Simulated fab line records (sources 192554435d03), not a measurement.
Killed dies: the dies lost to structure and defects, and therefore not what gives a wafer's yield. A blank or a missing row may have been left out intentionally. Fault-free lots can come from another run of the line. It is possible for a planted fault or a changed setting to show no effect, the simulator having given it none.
Lot-split experiment + flow n5-finfet + on a route of 1938 steps: 5 lots, 23 wafers read

## ON THE SPLIT
At N5_FIN_SAQP_PEB_14 (peb time 60 s), the setting peb-time-s was moved away from the recipe's 60 s on 6 of the 23 wafers read, by -8.9% to +11.2%. For the rest of the wafers, this setting stayed at what the recipe calls for.

## FROM THE SPLIT TO THE READING: what the file shows between them, 1 step
- N5_FIN_SAQP_DEVELOP_15: develop time 30 s

## THE READING
cd-nm at N5_FIN_SAQP_CD_MEAS_16, given in nm (cd target 35.6 nm). Fault-free wafers of this fab line usually give 35.5 nm, standard deviation 0.33 nm.

| wafer  | tool, chamber at the split | peb-time-s as run, s | against the recipe | cd-nm, nm | against lot-mates on the recipe |
|--------|----------------------------|----------------------|--------------------|-----------|---------------------------------|
| L078.2 | litho-track-02, 0          | 60                   | recipe             | 35.0      | -                               |
| L078.3 | litho-track-02, 0          | 60                   | recipe             | 35.4      | -                               |
| L078.4 | litho-track-02, 0          | 66.71                | +11.2%             | 33.6      | -1.7                            |
| L078.5 | litho-track-02, 0          | 66.71                | +11.2%             | 34.0      | -1.3                            |
| L078.6 | litho-track-02, 0          | 60                   | recipe             | 35.6      | -                               |
| L079.1 | litho-track-01, 0          | 54.69                | -8.9%              | 37.1      | +1.7                            |
| L079.2 | litho-track-01, 0          | 60                   | recipe             | 35.4      | -                               |
| L079.4 | litho-track-01, 0          | 60                   | recipe             | 35.5      | -                               |
| L079.5 | litho-track-01, 0          | 60                   | recipe             | 35.3      | -                               |
| L079.6 | litho-track-01, 0          | 54.69                | -8.9%              | 36.8      | +1.4                            |
| L080.1 | litho-track-01, 0          | 60                   | recipe             | 35.3      | -                               |
| L080.2 | litho-track-01, 0          | 60                   | recipe             | 35.1      | -                               |
| L080.3 | litho-track-01, 0          | 60                   | recipe             | 35.3      | -                               |
| L080.4 | litho-track-01, 0          | 60                   | recipe             | 35.6      | -                               |
| L080.5 | litho-track-01, 0          | 60                   | recipe             | 35.4      | -                               |
| L082.1 | litho-track-04, 0          | 60                   | recipe             | 35.5      | -                               |
| L082.4 | litho-track-04, 0          | 60                   | recipe             | 35.9      | -                               |
| L082.6 | litho-track-04, 0          | 60                   | recipe             | 36.0      | -                               |
| L091.2 | litho-track-04, 0          | 60                   | recipe             | 35.7      | -                               |
| L091.3 | litho-track-04, 0          | 54.84                | -8.6%              | 37.1      | +1.4                            |
| L091.4 | litho-track-04, 0          | 60                   | recipe             | 35.7      | -                               |
| L091.5 | litho-track-04, 0          | 60                   | recipe             | 35.7      | -                               |
| L091.6 | litho-track-04, 0          | 54.84                | -8.6%              | 36.8      | +1.1                            |

THE FIT
A straight line over all 23 wafers: cd-nm changes by -0.159 nm for each +1% of peb-time-s; r = -0.96; the points scatter about the line by 0.25 nm.
The same after taking each lot's own level away (the mean of its wafers on the recipe; 23 wafers): -0.149 nm for each +1%; r = -0.97; scatter 0.19 nm.
The reading moves by 1.7 nm for the largest change in peb-time-s, on that fit.
From 35.33 to 35.80 nm: that is the span of the lots' own levels, equal to 1.4 times the standard deviation above.
The two slopes agree, so the slope changes little with the lot-to-lot level.
Check: -1.6 nm against its lot-mates is what the line predicts for one of the wafers moved furthest among these (+11.2%) when that wafer is left out of the fit. Against them it came out at -1.73 nm.

## THE OTHER SPLITS THESE WAFERS WENT THROUGH
Note: prior to the reading, these wafers also went through further splits. Each is held against what the fit with the lots' levels taken away leaves over:
| other split on the same wafers | wafers away from the commonest value | r with cd-nm (lot level and that fit taken away) |
|--------------------------------|--------------------------------------|--------------------------------------------------|
| N5_ZERO_LAYER_PECVD_02 time-s  | 7                                    | +0.15                                            |

## THE FILE'S OWN FIT
cd-nm changes by -0.15 nm for each +1% of peb-time-s, r = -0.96.
